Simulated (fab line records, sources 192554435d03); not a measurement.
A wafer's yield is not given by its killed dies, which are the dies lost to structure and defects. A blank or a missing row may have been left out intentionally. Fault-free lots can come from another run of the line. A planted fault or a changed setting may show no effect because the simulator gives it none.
Chamber matching -- flow n5-finfet -- N5_FIN_CUT_CUT_ETCH_27 on rie-diel-01 has 4 sister chambers
The step etches SiO2 in CHF3/O2, target depth 4 nm, overetch 2 nm, time 4.9 s. 4 wafers are shown with their chamber, then 8 later ones without.

## EACH WAFER AND ITS CHAMBER
wafer,chamber,showerhead-plenum-p-Torr (Torr)
L075.5,3,2.50
L079.6,1,2.28
L083.4,2,2.51
L091.4,0,2.47

## WAFERS WITHOUT THEIR CHAMBER
wafer,showerhead-plenum-p-Torr (Torr)
L091.5,2.48
L091.6,2.47
L092.1,2.56
L092.4,2.47
L092.6,2.50
L097.1,2.48
L097.4,2.50
L097.5,2.48

## WHICH CHAMBER EACH WENT THROUGH
wafer,from the rows above,in truth
L091.5,can't be placed: 0 or 3 or 2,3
L091.6,can't be placed: 0 or 3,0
L092.1,can't be placed: 2 or 3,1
L092.4,can't be placed: 0 or 3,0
L092.6,can't be placed: 3 or 2 or 0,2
L097.1,can't be placed: 0 or 3 or 2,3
L097.4,can't be placed: 3 or 2 or 0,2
L097.5,can't be placed: 0 or 3 or 2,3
Correct placement for 0 of the 8. Cannot be placed on the basis of these rows: 8; the candidates contain the true chamber in 7. Wrongly placed: 0.
How it was worked out, from the rows above alone: a wafer's distance from a chamber is the root of the sum, over the readings, of the square of ((its reading less the chamber's mean) divided by the reading's scatter). The wafer belongs to the nearest chamber; if the next one is less than 2 further off, it can't be placed. For every chamber, the mean is computed from those of its wafers that are shown. The scatter: with one shown wafer a chamber, the root of the mean of the squares of how far each hidden wafer lies from its nearest shown one.
